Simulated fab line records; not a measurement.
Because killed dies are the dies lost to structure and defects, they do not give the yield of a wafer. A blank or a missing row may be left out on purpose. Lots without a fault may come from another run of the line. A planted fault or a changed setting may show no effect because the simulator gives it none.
fab line records -- flow nand-harc
record: lots: 6, wafers: 18, last-day: 33
route steps=1302 shown A_CONTACT@1072 END@1302
lots that met no fault: taken from a fault-free run of the same line
start-h: hours from the record's opening day to when the first of the lot's shown wafers began -- wait-h: hours elapsed since this lot's preceding step -- " repeats the value in the row above -- L1.1+2: several wafers, shown together as one row -- - no value, or no start was given -- * or withheld: withheld -- < > ~ a bound
route shown NAME@n: NAME is a module with steps in the file, n the number in the route of the first one -- usual: mean/standard deviation taken from wafers without a fault -- same: alike in all rows -- chamber/n: place in a boat -- sites: the reading at each site -- _std_site: the values' standard deviation -- _edge_site: mean of outer sites minus mean of inner sites -- radius-mm: for every site, how far away it sits from the centre of the wafer -- mask NAME#n: copy n -- behind: tool/chamber where the wafer was last shaped -- hold: why the lot went on hold/how many hours it stayed there/how the hold came to an end -- device: which transistor (n, p or np) failed to switch -- end of line: tests of these same wafers at the route's end -- where a step has no rows: the recipe by itself -- killed: not the wafer's yield, but the dies lost to structure and defects at the first sort -- map: the dies of a wafer, with x for killed, . for not killed, _ for no die there
set.NAME: the run value of the setting; set.NAME@STEP: its run value at that earlier step -- model.NAME: the simulator's own value behind a step, which no gauge read
lots seen at some steps along the route; tables by step, rows by wafer
services: a tool's chamber out of use, with start hour (start-h, from the record's first day; less than 0 if before it), hours out, and reason
== steps ==
step: NHARC_A_CONTACT_COAT_02
recipe: spin-rpm: 1500, resist-thk-nm: 90
step: NHARC_A_CONTACT_SOFTBAKE_03
recipe: temp-c: 105, time-s: 55
step: NHARC_A_CONTACT_EBR_04
step: NHARC_A_CONTACT_EXPOSE_05
recipe: na: 1.35, sigma-outer: 0.8, dose-mj: 84.24, mask-id: A_CC
step: NHARC_A_CONTACT_PEB_06
recipe: peb-temp-c: 100, peb-time-s: 65
step: NHARC_A_CONTACT_DEVELOP_07
recipe: develop-time-s: 35, dev-temp-c: 23
step: NHARC_A_CONTACT_CD_MEAS_08
recipe: target-cd-nm: 200, landing-energy-ev: 500
usual: cd-nm: 199.8/0.66
lot.wafer,tool,chamber,start-h,wait-h,cd-nm
L529.3,cd-sem-01,0,505.54,-,201.7
L529.4,cd-sem-01,0,505.54,-,200.3
L529.6,cd-sem-01,0,505.54,-,200.4
L530.3,cd-sem-03,0,522.45,-,199.7
L530.4,cd-sem-03,0,522.45,-,199.8
L530.6,cd-sem-03,0,522.45,-,200.0
L541.1,cd-sem-02,0,625.70,-,200.1
L541.3,cd-sem-02,0,625.70,-,200.1
L541.5,cd-sem-02,0,625.70,-,198.5
L542.3,cd-sem-02,0,638.60,-,200.1
L542.4,cd-sem-02,0,638.60,-,200.6
L542.5,cd-sem-02,0,638.60,-,200.0
L550.2,cd-sem-01,0,723.88,-,200.2
L550.3,cd-sem-01,0,723.88,-,200.6
L550.6,cd-sem-01,0,723.88,-,200.9
L552.2,cd-sem-01,0,748.12,-,200.1
L552.5,cd-sem-01,0,748.12,-,200.6
L552.6,cd-sem-01,0,748.12,-,200.5
step: NHARC_A_CONTACT_OVL_MEAS_09
usual: overlay-x-nm: 0.0/0.87, overlay-y-nm: 0.1/0.8
lot.wafer,tool,chamber,start-h,wait-h,overlay-x-nm,overlay-y-nm
L529.3,overlay-02,-,505.63,-,1.2,-0.7
L529.4,overlay-02,-,505.63,-,0.9,0.1
L529.6,overlay-02,-,505.63,-,1.2,-0.1
L530.3,overlay-02,-,522.53,-,0.7,-0.2
L530.4,overlay-02,-,522.53,-,1.2,-0.4
L530.6,overlay-02,-,522.53,-,0.8,-0.1
L541.1,overlay-02,-,625.78,-,-0.4,0.1
L541.3,overlay-02,-,625.78,-,-0.5,-0.8
L541.5,overlay-02,-,625.78,-,-0.5,-0.2
L542.3,overlay-02,-,638.69,-,-0.6,1.1
L542.4,overlay-02,-,638.69,-,-0.2,1.2
L542.5,overlay-02,-,638.69,-,0.1,1.2
L550.2,overlay-02,-,723.96,-,1.1,1.5
L550.3,overlay-02,-,723.96,-,1.2,1.3
L550.6,overlay-02,-,723.96,-,1.4,1.1
L552.2,overlay-02,-,748.20,-,1.1,0.3
L552.5,overlay-02,-,748.20,-,0.9,0.3
L552.6,overlay-02,-,748.20,-,1.1,0.6
step: NHARC_A_CONTACT_INSPECT_10
usual: raw-defect-count: 83/35
lot.wafer,tool,chamber,start-h,wait-h,raw-defect-count
L529.3,defect-inspect-01,-,505.68,0.1,75
L529.4,defect-inspect-01,-,505.68,0.1,65
L529.6,defect-inspect-01,-,505.68,0.1,90
L530.3,defect-inspect-02,-,522.57,0.0,82
L530.4,defect-inspect-02,-,522.57,0.0,73
L530.6,defect-inspect-02,-,522.57,0.0,75
L541.1,defect-inspect-02,-,625.82,0.0,84
L541.3,defect-inspect-02,-,625.82,0.0,93
L541.5,defect-inspect-02,-,625.82,0.0,95
L542.3,defect-inspect-01,-,638.72,0.0,85
L542.4,defect-inspect-01,-,638.72,0.0,103
L542.5,defect-inspect-01,-,638.72,0.0,88
L550.2,defect-inspect-02,-,724.00,0.0,39
L550.3,defect-inspect-02,-,724.00,0.0,36
L550.6,defect-inspect-02,-,724.00,0.0,31
L552.2,defect-inspect-01,-,748.24,0.0,60
L552.5,defect-inspect-01,-,748.24,0.0,78
L552.6,defect-inspect-01,-,748.24,0.0,52
step: NHARC_A_CONTACT_DESCUM_13
recipe: time-s: 3, o2-flow-sccm: 200, ar-flow-sccm: 0, bias-power-w: 0, chemistry: O2
usual: drypump-motor-current-A: 5.8/0.59, oes-product-au: 0.999/0.011, rf-vpp-V: 57.8/0.85, showerhead-plenum-p-Torr: 1.90/0.069, throttle-valve-pct: 11.311/0.008
lot.wafer,tool,chamber,start-h,wait-h,drypump-motor-current-A,oes-product-au,rf-hours-counter-h,rf-vpp-V,showerhead-plenum-p-Torr,throttle-valve-pct
L529.4,rie-diel-01,1,505.75,0.1,4.8,0.987,37,57.8,1.88,11.312
L529.3,rie-diel-01,0,505.75,0.1,6.3,1.024,42,57.5,1.83,11.299
L529.6,rie-diel-01,2,505.75,0.1,5.2,1.006,-,58.7,1.90,11.321
L530.4,rie-diel-06,2,522.63,0.1,5.6,0.998,6,58.2,1.80,11.304
L530.3,rie-diel-06,3,522.63,0.1,6.5,1.010,6,56.6,1.95,11.305
L530.6,rie-diel-06,1,522.63,0.1,6.2,0.987,-,57.5,2.01,11.305
L541.1,rie-diel-06,3,625.88,0.1,6.5,1.003,25,57.8,1.95,11.319
L541.3,rie-diel-06,2,625.88,0.1,5.6,1.006,22,56.0,1.80,11.326
L541.5,rie-diel-06,3,625.88,0.1,6.5,1.010,-,57.5,1.95,11.323
L542.3,rie-diel-01,1,638.78,0.1,4.8,0.995,23,59.2,1.87,11.313
L542.4,rie-diel-01,2,638.78,0.1,5.2,0.982,23,58.0,1.89,11.312
L542.5,rie-diel-01,2,638.78,0.1,5.3,1.000,-,57.7,1.89,11.325
L550.2,rie-diel-06,3,724.16,0.2,6.5,1.000,10,58.6,1.94,11.302
L550.3,rie-diel-06,1,724.16,0.2,6.2,0.999,11,56.4,2.00,11.313
L550.6,rie-diel-06,0,724.16,0.2,5.0,0.992,-,59.2,1.89,11.309
L552.2,rie-diel-06,2,748.32,0.1,5.6,0.989,14,57.5,1.79,11.327
L552.6,rie-diel-06,0,748.32,0.1,5.0,0.989,-,57.2,1.88,11.319
L552.5,rie-diel-06,1,748.32,0.1,6.2,0.995,-,56.5,1.99,11.321
step: NHARC_A_CONTACT_ETCH_88
recipe: target-depth-a: 390, over-etch-frac: 0.3, time-s: 65, ion-energy-ev: 80, cf4-flow-sccm: 150, ar-flow-sccm: 0, rf-w: 300, bias-w: 100, chemistry: CF4
usual: bias-w: 100.01/0.28, cf4-flow-sccm: 149.9/0.45, drypump-motor-current-A: 5.8/0.57, oes-product-au: 1.000/0.012, rf-vpp-V: 151.1/1.2, showerhead-plenum-p-Torr: 1.75/0.059, throttle-valve-pct: 13.285/0.0086
lot.wafer,tool,chamber,start-h,wait-h,bias-w,cf4-flow-sccm,drypump-motor-current-A,oes-product-au,rf-hours-counter-h,rf-vpp-V,showerhead-plenum-p-Torr,throttle-valve-pct
L529.4,rie-diel-01,2,505.83,0.1,100.33,150.1,5.2,1.015,33,151.5,1.76,13.281
L529.3,rie-diel-01,0,505.83,0.1,100.24,149.9,6.3,1.036,42,149.4,1.70,13.288
L529.6,rie-diel-01,3,505.83,0.1,100.24,150.1,5.6,1.017,-,149.8,1.73,13.282
L530.3,rie-diel-06,0,522.72,0.1,100.20,150.0,5.0,0.988,6,151.1,1.75,13.282
L530.4,rie-diel-06,1,522.72,0.1,99.66,150.1,6.2,0.998,6,154.1,1.85,13.279
L530.6,rie-diel-06,2,522.72,0.1,99.81,150.7,5.6,0.988,-,149.2,1.67,13.284
L541.3,rie-diel-06,3,625.98,0.1,100.19,150.1,6.5,1.006,25,154.4,1.80,13.284
L541.1,rie-diel-06,0,625.98,0.1,99.88,150.2,5.0,0.992,26,152.6,1.75,13.281
L541.5,rie-diel-06,2,625.98,0.1,99.34,149.6,5.7,0.988,-,149.7,1.67,13.281
L542.3,rie-diel-01,2,638.88,0.1,99.75,150.2,5.3,0.979,23,151.6,1.75,13.295
L542.4,rie-diel-01,3,638.88,0.1,99.44,150.2,5.6,1.033,23,150.1,1.72,13.284
L542.5,rie-diel-01,0,638.88,0.1,99.64,150.4,6.3,1.025,-,150.0,1.69,13.291
L550.3,rie-diel-06,3,724.24,0.1,99.67,149.8,6.5,0.991,10,150.8,1.79,13.288
L550.2,rie-diel-06,2,724.24,0.1,99.88,150.1,5.6,1.003,11,149.2,1.66,13.275
L550.6,rie-diel-06,3,724.24,0.1,100.12,149.3,6.5,1.006,-,151.6,1.79,13.276
L552.2,rie-diel-06,2,748.38,0.1,99.72,149.9,5.6,1.005,14,151.1,1.66,13.284
L552.5,rie-diel-06,2,748.38,0.1,100.32,149.3,5.6,1.005,-,148.8,1.66,13.268
L552.6,rie-diel-06,3,748.38,0.1,99.71,150.6,6.5,0.987,-,151.9,1.79,13.284
step: NHARC_A_CONTACT_ETCH_89
recipe: target-depth-a: 2600, over-etch-frac: 0.3, time-s: 475.3, ion-energy-ev: 200, n2-flow-sccm: 150, h2-flow-sccm: 150, ar-flow-sccm: 0, rf-w: 400, bias-w: 150, chemistry: N2/H2
usual: bias-w: 150.1/0.42, chamber-pressure-mTorr: 30.001/0.028, drypump-motor-current-A: 5.8/0.56, oes-product-au: 1.002/0.013, rf-vpp-V: 430.1/2.3, showerhead-plenum-p-Torr: 2.02/0.077, throttle-valve-pct: 14.172/0.0091
lot.wafer,tool,chamber,start-h,wait-h,bias-w,chamber-pressure-mTorr,drypump-motor-current-A,oes-product-au,rf-hours-counter-h,rf-vpp-V,showerhead-plenum-p-Torr,throttle-valve-pct
L529.4,rie-diel-01,3,-,-,149.5,30.001,5.6,1.016,41,428.4,1.99,14.172
L529.3,rie-diel-01,0,-,-,150.4,29.980,6.3,1.031,42,429.1,1.95,14.164
L529.6,rie-diel-01,2,-,-,149.9,30.033,5.2,1.014,-,431.6,2.03,14.165
L530.3,rie-diel-06,0,-,-,149.4,30.053,5.0,1.008,6,429.7,2.02,14.188
L530.4,rie-diel-06,2,-,-,149.8,30.011,5.6,0.996,6,427.4,1.92,14.187
L530.6,rie-diel-06,0,-,-,150.3,30.003,5.0,0.998,-,430.7,2.02,14.173
L541.3,rie-diel-06,2,-,-,150.4,30.014,5.6,0.998,22,424.1,1.91,14.166
L541.1,rie-diel-06,3,-,-,150.1,29.964,6.5,1.001,25,431.2,2.07,14.189
L541.5,rie-diel-06,3,-,-,150.3,30.021,6.5,1.013,-,431.6,2.07,14.175
L542.3,rie-diel-01,1,-,-,151.4,30.037,4.8,1.003,23,429.2,1.99,14.181
L542.4,rie-diel-01,2,-,-,150.1,30.013,5.2,0.987,23,429.4,2.01,14.176
L542.5,rie-diel-01,3,-,-,150.5,29.990,5.6,1.043,-,428.3,1.98,14.175
L550.2,rie-diel-06,3,-,-,149.4,30.014,6.5,1.000,10,431.8,2.07,14.181
L550.3,rie-diel-06,0,-,-,150.0,29.970,5.0,0.995,10,428.8,2.01,14.160
L550.6,rie-diel-06,0,-,-,149.5,30.005,5.0,0.986,-,429.4,2.01,14.162
L552.2,rie-diel-06,2,-,-,149.7,30.038,5.6,1.008,14,426.0,1.90,14.181
L552.6,rie-diel-06,0,-,-,149.2,30.024,5.0,0.989,-,429.4,2.01,14.167
L552.5,rie-diel-06,1,-,-,149.6,30.016,6.2,0.998,-,432.3,2.13,14.171
step: NHARC_A_CONTACT_ETCH_30
recipe: target-depth-a: 726, time-s: 36.3, cf4-flow-sccm: 100, chf3-flow-sccm: 30, ar-flow-sccm: 0, rf-w: 500, bias-w: 200, chemistry: CF4/CHF3
usual: bias-w: 200.0/0.63, cf4-flow-sccm: 99.93/0.3, drypump-motor-current-A: 5.8/0.58, oes-product-au: 0.937/0.023, rf-vpp-V: 370.1/2.1, showerhead-plenum-p-Torr: 1.56/0.054, throttle-valve-pct: 16.802/0.0092
lot.wafer,tool,chamber,start-h,wait-h,bias-w,cf4-flow-sccm,drypump-motor-current-A,oes-product-au,rf-hours-counter-h,rf-vpp-V,showerhead-plenum-p-Torr,throttle-valve-pct
L529.3,rie-diel-01,0,506.27,-,200.1,99.76,6.3,0.955,43,368.8,1.51,16.800
L529.4,rie-diel-01,1,506.27,-,200.9,99.67,4.8,0.913,37,371.0,1.55,16.791
L529.6,rie-diel-01,0,506.27,-,200.6,100.06,6.3,0.961,-,368.3,1.51,16.814
L530.3,rie-diel-06,3,523.15,-,199.8,99.96,6.5,0.932,6,372.7,1.60,16.804
L530.4,rie-diel-06,1,523.15,-,198.9,99.66,6.2,0.928,6,373.0,1.65,16.809
L530.6,rie-diel-06,3,523.15,-,199.5,99.10,6.5,0.929,-,370.6,1.60,16.800
L541.3,rie-diel-06,0,626.43,-,-,-,-,-,-,-,-,-
L541.1,rie-diel-06,2,626.43,-,-,-,-,-,-,-,-,-
L541.5,rie-diel-06,3,626.43,-,-,-,-,-,-,-,-,-
L542.3,rie-diel-01,0,639.31,-,-,-,-,-,-,-,-,-
L542.4,rie-diel-01,1,639.31,-,-,-,-,-,-,-,-,-
L542.5,rie-diel-01,0,639.31,-,-,-,-,-,-,-,-,-
L550.2,rie-diel-06,1,724.68,-,199.3,99.80,6.2,0.921,11,374.4,1.64,16.798
L550.3,rie-diel-06,2,724.68,-,198.7,99.74,5.6,0.936,11,367.0,1.48,16.800
L550.6,rie-diel-06,0,724.68,-,200.2,99.58,5.0,0.915,-,369.6,1.55,16.785
L552.2,rie-diel-06,3,748.83,-,200.5,99.82,6.5,0.914,14,370.1,1.59,16.800
L552.6,rie-diel-06,2,748.83,-,199.9,99.51,5.6,0.936,-,367.3,1.48,16.797
L552.5,rie-diel-06,3,748.83,-,199.8,99.77,6.5,0.920,-,370.8,1.59,16.815
step: NHARC_A_CONTACT_ETCH_31
recipe: target-depth-a: 28000, over-etch-frac: 0.3, time-s: 728, ion-energy-ev: 150, o2-flow-sccm: 400, cos-flow-sccm: 20, ar-flow-sccm: 0, rf-w: 500, bias-w: 300, chemistry: O2/COS
usual: bias-w: 300.1/0.92, chamber-pressure-mTorr: 19.997/0.018, cos-flow-sccm: 20.00/0.059, drypump-motor-current-A: 5.8/0.59, oes-product-au: 1.000/0.011, rf-vpp-V: 313.7/1.8, showerhead-plenum-p-Torr: 3.09/0.11, throttle-valve-pct: 28.330/0.0089
lot.wafer,tool,chamber,start-h,wait-h,bias-w,chamber-pressure-mTorr,cos-flow-sccm,drypump-motor-current-A,oes-product-au,rf-hours-counter-h,rf-vpp-V,showerhead-plenum-p-Torr,throttle-valve-pct
L529.4,rie-diel-01,0,-,-,299.2,19.990,20.09,6.3,1.029,43,312.7,3.00,28.356
L529.3,rie-diel-01,1,-,-,300.7,19.994,20.02,4.8,0.981,37,314.1,3.08,28.338
L529.6,rie-diel-01,0,-,-,300.1,19.997,20.11,6.3,1.032,-,311.5,3.00,28.324
L530.3,rie-diel-06,0,-,-,300.1,19.980,19.95,5.0,1.009,6,316.1,3.10,28.328
L530.4,rie-diel-06,1,-,-,300.3,19.980,20.13,6.2,1.000,6,316.1,3.27,28.327
L530.6,rie-diel-06,1,-,-,299.7,19.985,20.01,6.2,1.000,-,317.0,3.27,28.317
L541.1,rie-diel-06,2,-,-,301.2,20.009,20.08,5.6,0.994,22,312.7,2.94,28.335
L541.3,rie-diel-06,0,-,-,300.6,19.995,20.04,5.0,1.007,26,313.9,3.09,28.329
L541.5,rie-diel-06,3,-,-,298.8,19.994,20.06,6.5,0.993,-,315.7,3.17,28.342
L542.3,rie-diel-01,1,-,-,299.4,19.979,19.87,4.8,1.001,23,313.2,3.06,28.330
L542.4,rie-diel-01,2,-,-,298.7,19.992,19.95,5.2,1.009,23,313.6,3.08,28.318
L542.5,rie-diel-01,2,-,-,300.0,19.990,20.09,5.2,1.005,-,314.5,3.08,28.341
L550.3,rie-diel-06,2,-,-,300.2,19.987,19.94,5.6,1.014,11,311.3,2.93,28.331
L550.2,rie-diel-06,3,-,-,300.1,20.010,19.92,6.5,1.001,11,315.3,3.16,28.327
L550.6,rie-diel-06,3,-,-,300.3,20.017,20.01,6.5,0.990,-,314.6,3.16,28.338
L552.2,rie-diel-06,0,-,-,301.9,19.980,19.99,5.0,1.005,14,313.1,3.08,28.334
L552.5,rie-diel-06,2,-,-,300.8,20.000,20.09,5.6,1.002,-,310.8,2.93,28.316
L552.6,rie-diel-06,3,-,-,300.6,20.018,20.04,6.5,0.996,-,315.4,3.16,28.312
step: NHARC_END_SORT_01
recipe: temp-c: 25
usual: killed-at-array: 55/17, killed-at-other: 0.9/1.2, killed-at-periphery: 3.7/2.5, killed-dies: 59/18, killed-open: 3.4/1.9, killed-short: 2.6/1.6
same: gross-dies: 677
lot.wafer,tool,chamber,start-h,wait-h,killed-at-array,killed-at-other,killed-at-periphery,killed-dies,killed-open,killed-short
L541.1,prober-02,0,678.16,2.5,672,0,5,677,3,4
L541.3,prober-02,0,679.80,3.1,669,1,7,677,4,3
L541.5,prober-02,0,681.43,3.8,672,2,3,677,5,1
L542.3,prober-01,0,692.13,3.1,670,4,3,677,4,2
L542.4,prober-01,0,692.93,3.4,674,2,1,677,2,4
L542.5,prober-01,0,693.74,3.7,676,1,0,677,1,5
killed by level:class
L541.1 A_CONTACT:area-etch=616 A_CHANNEL_HOLE_D1:chamber-film-flake=30 A_CHANNEL_HOLE_D2:chamber-film-flake=12 A_SLIT:chamber-film-flake=5 A_CHANNEL_FILL_D1:geometric-particle:open=2 A_CHANNEL_FILL_D1:geometric-particle:short=2 P_CONTACT:chamber-film-flake=2 P_CONTACT:geometric-particle:short=1
L541.3 A_CONTACT:area-etch=613 A_CHANNEL_HOLE_D1:chamber-film-flake=33 A_CHANNEL_HOLE_D2:chamber-film-flake=13 A_WL_FILL:geometric-particle:open=2 P_CONTACT:chamber-film-flake=2 A_STAIRCASE:chamber-film-flake=2 A_SGD_CUT:chamber-film-flake=2 A_WL_FILL:chamber-film-flake=2
L541.5 A_CONTACT:area-etch=602 A_CHANNEL_HOLE_D1:chamber-film-flake=30 A_CHANNEL_HOLE_D2:chamber-film-flake=21 A_STAIRCASE:chamber-film-flake=5 A_SGD_CUT:chamber-film-flake=4 P_GATE:chamber-film-flake=2 A_SLIT:chamber-film-flake=2 A_WL_FILL:chamber-film-flake=2
L542.3 A_CONTACT:area-etch=615 A_CHANNEL_HOLE_D1:chamber-film-flake=28 A_CHANNEL_HOLE_D2:chamber-film-flake=16 A_DECK1_JOINT:chamber-film-flake=3 A_ZERO_WELL:chamber-film-flake=2 THIN_TSV:chamber-film-flake=2 P_STI:geometric-particle:open=1 P_CONTACT:geometric-particle:short=1
L542.4 A_CONTACT:area-etch=608 A_CHANNEL_HOLE_D1:chamber-film-flake=32 A_CHANNEL_HOLE_D2:chamber-film-flake=21 A_WL_FILL:geometric-particle:short=3 A_BLC:chamber-film-flake=2 A_STAIRCASE:chamber-film-flake=2 THIN_TSV:chamber-film-flake=2 A_ONON_D1:geometric-particle:open=1
L542.5 A_CONTACT:area-etch=612 A_CHANNEL_HOLE_D1:chamber-film-flake=29 A_CHANNEL_HOLE_D2:chamber-film-flake=15 A_STAIRCASE:chamber-film-flake=5 A_ZERO_WELL:chamber-film-flake=4 A_ONON_D1:geometric-particle:short=2 A_CONTACT:chamber-film-flake=2 A_CHANNEL_HOLE_D1:geometric-particle:short=1
map L541.1 (x killed, . not)
____________x____________
_________xxxxxxx_________
_______xxxxxxxxxxx_______
______xxxxxxxxxxxxx______
_____xxxxxxxxxxxxxxx_____
____xxxxxxxxxxxxxxxxx____
____xxxxxxxxxxxxxxxxx____
___xxxxxxxxxxxxxxxxxxx___
___xxxxxxxxxxxxxxxxxxx___
__xxxxxxxxxxxxxxxxxxxxx__
__xxxxxxxxxxxxxxxxxxxxx__
_xxxxxxxxxxxxxxxxxxxxxxx_
_xxxxxxxxxxxxxxxxxxxxxxx_
_xxxxxxxxxxxxxxxxxxxxxxx_
_xxxxxxxxxxxxxxxxxxxxxxx_
_xxxxxxxxxxxxxxxxxxxxxxx_
xxxxxxxxxxxxxxxxxxxxxxxxx
xxxxxxxxxxxxxxxxxxxxxxxxx
xxxxxxxxxxxxxxxxxxxxxxxxx
xxxxxxxxxxxxxxxxxxxxxxxxx
xxxxxxxxxxxxxxxxxxxxxxxxx
_xxxxxxxxxxxxxxxxxxxxxxx_
_xxxxxxxxxxxxxxxxxxxxxxx_
_xxxxxxxxxxxxxxxxxxxxxxx_
_xxxxxxxxxxxxxxxxxxxxxxx_
_xxxxxxxxxxxxxxxxxxxxxxx_
__xxxxxxxxxxxxxxxxxxxxx__
__xxxxxxxxxxxxxxxxxxxxx__
___xxxxxxxxxxxxxxxxxxx___
___xxxxxxxxxxxxxxxxxxx___
____xxxxxxxxxxxxxxxxx____
____xxxxxxxxxxxxxxxxx____
_____xxxxxxxxxxxxxxx_____
______xxxxxxxxxxxxx______
_______xxxxxxxxxxx_______
_________xxxxxxx_________
____________x____________
map L542.3 (x killed, . not)
____________x____________
_________xxxxxxx_________
_______xxxxxxxxxxx_______
______xxxxxxxxxxxxx______
_____xxxxxxxxxxxxxxx_____
____xxxxxxxxxxxxxxxxx____
____xxxxxxxxxxxxxxxxx____
___xxxxxxxxxxxxxxxxxxx___
___xxxxxxxxxxxxxxxxxxx___
__xxxxxxxxxxxxxxxxxxxxx__
__xxxxxxxxxxxxxxxxxxxxx__
_xxxxxxxxxxxxxxxxxxxxxxx_
_xxxxxxxxxxxxxxxxxxxxxxx_
_xxxxxxxxxxxxxxxxxxxxxxx_
_xxxxxxxxxxxxxxxxxxxxxxx_
_xxxxxxxxxxxxxxxxxxxxxxx_
xxxxxxxxxxxxxxxxxxxxxxxxx
xxxxxxxxxxxxxxxxxxxxxxxxx
xxxxxxxxxxxxxxxxxxxxxxxxx
xxxxxxxxxxxxxxxxxxxxxxxxx
xxxxxxxxxxxxxxxxxxxxxxxxx
_xxxxxxxxxxxxxxxxxxxxxxx_
_xxxxxxxxxxxxxxxxxxxxxxx_
_xxxxxxxxxxxxxxxxxxxxxxx_
_xxxxxxxxxxxxxxxxxxxxxxx_
_xxxxxxxxxxxxxxxxxxxxxxx_
__xxxxxxxxxxxxxxxxxxxxx__
__xxxxxxxxxxxxxxxxxxxxx__
___xxxxxxxxxxxxxxxxxxx___
___xxxxxxxxxxxxxxxxxxx___
____xxxxxxxxxxxxxxxxx____
____xxxxxxxxxxxxxxxxx____
_____xxxxxxxxxxxxxxx_____
______xxxxxxxxxxxxx______
_______xxxxxxxxxxx_______
_________xxxxxxx_________
____________x____________
== services ==
tool,chamber,start-h,hours,kind
rie-diel-06,-,484.24,9.0,pm
rie-diel-06,0,484.24,9.0,vent-cycle
rie-diel-06,1,484.24,9.0,vent-cycle
rie-diel-06,2,484.24,9.0,vent-cycle
rie-diel-06,3,484.24,9.0,vent-cycle
rie-diel-06,0,493.24,-,clean
rie-diel-06,1,493.24,-,clean
rie-diel-06,2,493.24,-,clean
rie-diel-06,3,493.24,-,clean
rie-diel-06,0,517.74,-,clean
rie-diel-06,1,517.74,-,clean
rie-diel-06,2,517.74,-,clean
rie-diel-06,3,517.74,-,clean
rie-diel-01,-,539.76,0.4,repair
rie-diel-06,0,542.24,-,clean
rie-diel-06,1,542.24,-,clean
rie-diel-06,2,542.24,-,clean
rie-diel-01,-,560.59,9.0,pm
rie-diel-06,2,586.16,8.3,repair
rie-diel-06,-,661.24,9.0,pm
rie-diel-01,1,671.97,9.8,repair
rie-diel-01,3,716.07,5.5,repair
rie-diel-01,0,732.07,7.7,repair
rie-diel-01,-,737.59,9.0,pm
== key ==
first-sign: step: NHARC_A_CONTACT_ETCH_30, reading: tool-record, direction: missing
effect: step: NHARC_END_SORT_01, reading: killed-at-array, direction: up, sigmas: 36, usual: 55, struck: 672
more-kills-born-at: NHARC_A_CONTACT_ETCH_30@rie-diel-01: 1835, NHARC_A_CONTACT_ETCH_30@rie-diel-06: 1831
met-at NHARC_A_CONTACT_ETCH_30
struck-wafers L541.1,L541.3,L541.5,L542.3,L542.4,L542.5
later-rows-left-out L541.1,L541.3,L541.5,L542.3,L542.4,L542.5
tester-left-out L541,L542
onset-between 523.15 626.43
fault: kind: skipped-step-whole, tool: rie-diel-01,rie-diel-06, chamber: -, onset-h: 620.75, steps: NHARC_A_CONTACT_ETCH_30, scope: struck-lots-only
tester-left-out: of these lots the tester's yield and bins aren't shown, on N5 and GAA mostly nor the transistor test; their killed dies are dies lost to structure and defects alone, not to doping, threshold or leakage, so they don't give the yield
later-rows-left-out: the simulator's readings of these wafers behind a module that went badly wrong aren't trusted and aren't shown, but for the sort
